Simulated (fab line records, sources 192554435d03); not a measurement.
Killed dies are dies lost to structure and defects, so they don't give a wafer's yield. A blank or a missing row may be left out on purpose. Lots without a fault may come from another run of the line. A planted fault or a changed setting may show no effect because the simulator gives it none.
Split-lot experiment | flow n5_finfet | 7 lots, 21 wafers read, on a route of 1938 steps

THE SPLIT
At N5_BEOL_M8_DESCUM_16 (chemistry O2, time 7.9 s), the setting time_s was moved away from the recipe's 7.9 s on 6 of the 21 wafers read, by -10.3% to +19.7%. The other wafers ran this setting at the recipe's value.

The file shows no step between the split and the reading.

THE READING
CAR-ArF_of_BEOL_M8_COAT_05.thk_nm (the simulator's own value, which no gauge read), in nm, at N5_BEOL_M8_ETCH_61 (etches SiARC in CF4, target depth 45.5 nm, time 75.8 s). The file gives no usual value for it. The 15 wafers here that ran the recipe average 50.9 nm, standard deviation 0.2 nm.

wafer  | tool, chamber at the split | time_s as run, s | against the recipe | CAR-ArF_of_BEOL_M8_COAT_05.thk_nm, nm | against lot-mates on the recipe
L076.1 | rie_diel-06, 3             | 7.9              | recipe             | 50.8                                  | -
L076.4 | rie_diel-06, 1,2           | 7.9              | recipe             | 51                                    | -
L076.5 | rie_diel-06, 1,2           | 7.9              | recipe             | 51                                    | -
L077.1 | rie_diel-06, 1             | 7.9              | recipe             | 50.6                                  | -
L077.2 | rie_diel-06, 0,2           | 7.9              | recipe             | 50.8                                  | -
L077.4 | rie_diel-06, 0,2           | 7.9              | recipe             | 50.8                                  | -
L079.3 | rie_diel-06, 0             | 7.385            | -6.5%              | 51.2                                  | +0.0
L079.4 | rie_diel-06, 2,0           | 7.9              | recipe             | 51.2                                  | -
L079.5 | rie_diel-06, 2,0           | 7.9              | recipe             | 51.2                                  | -
L089.2 | rie_diel-02, 3             | 7.9              | recipe             | 51                                    | -
L089.3 | rie_diel-02, 0,2           | 7.087            | -10.3%             | 51.6                                  | +0.6
L089.6 | rie_diel-02, 0,2           | 7.087            | -10.3%             | 51.6                                  | +0.6
L091.3 | rie_diel-06, 0             | 7.9              | recipe             | 50.6                                  | -
L091.5 | rie_diel-06, 3             | 7.9              | recipe             | 51                                    | -
L091.6 | rie_diel-06, 0             | 7.9              | recipe             | 50.8                                  | -
L090.1 | rie_diel-02, 0             | 9.456            | +19.7%             | 49.6                                  | -1.2
L090.4 | rie_diel-02, 2             | 7.9              | recipe             | 50.8                                  | -
L090.5 | rie_diel-02, 1             | 9.456            | +19.7%             | 49.8                                  | -1.0
L093.1 | rie_diel-02, 1             | 7.9              | recipe             | 50.6                                  | -
L093.3 | rie_diel-02, 0             | 7.9              | recipe             | 50.6                                  | -
L093.2 | rie_diel-02, 3             | 8.735            | +10.6%             | 50                                    | -0.6
Where a row lists several chambers, the file gives one row for several wafers and doesn't say which wafer went through which chamber.

THE FIT
A straight line over all 21 wafers: CAR-ArF_of_BEOL_M8_COAT_05.thk_nm changes by -0.0632 nm for each +1% of time_s; r = -0.93; the points scatter about the line by 0.19 nm.
The same after taking each lot's own level away (the mean of its wafers on the recipe; 21 wafers): -0.054 nm for each +1%; r = -0.96; scatter 0.12 nm.
On that fit, the largest move of time_s shifts the reading by 1.1 nm.
The lots' own levels span 50.60 to 51.20 nm, that is 3.0 times the standard deviation above.
So the lot-to-lot level changes the slope: the two fits differ.
Check: with one of the wafers moved furthest among these (+19.7%) left out of the fit, the line predicts -1.01 nm for it against its lot-mates. It came out at -1.2 nm against them.

THE WHOLE CHAIN: every reading that the file lists as answering this split, in the file's order
step                 | what it does                                           | reading                                                                            | change (the file's fit)                | r (the file's)
N5_BEOL_M8_DESCUM_16 | chemistry O2, time 7.9 s                               | CAR-ArF_of_BEOL_M8_COAT_05.thk_nm (the simulator's own value, which no gauge read) | -0.0511 nm for each +1% of the setting | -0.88
N5_BEOL_M8_ETCH_61   | etches SiARC in CF4, target depth 45.5 nm, time 75.8 s | CAR-ArF_of_BEOL_M8_COAT_05.thk_nm (the simulator's own value, which no gauge read) | -0.0527 nm for each +1% of the setting | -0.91

THE FILE'S OWN FIT
CAR-ArF_of_BEOL_M8_COAT_05.thk_nm changes by -0.0527 nm for each +1% of time_s, r = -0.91.
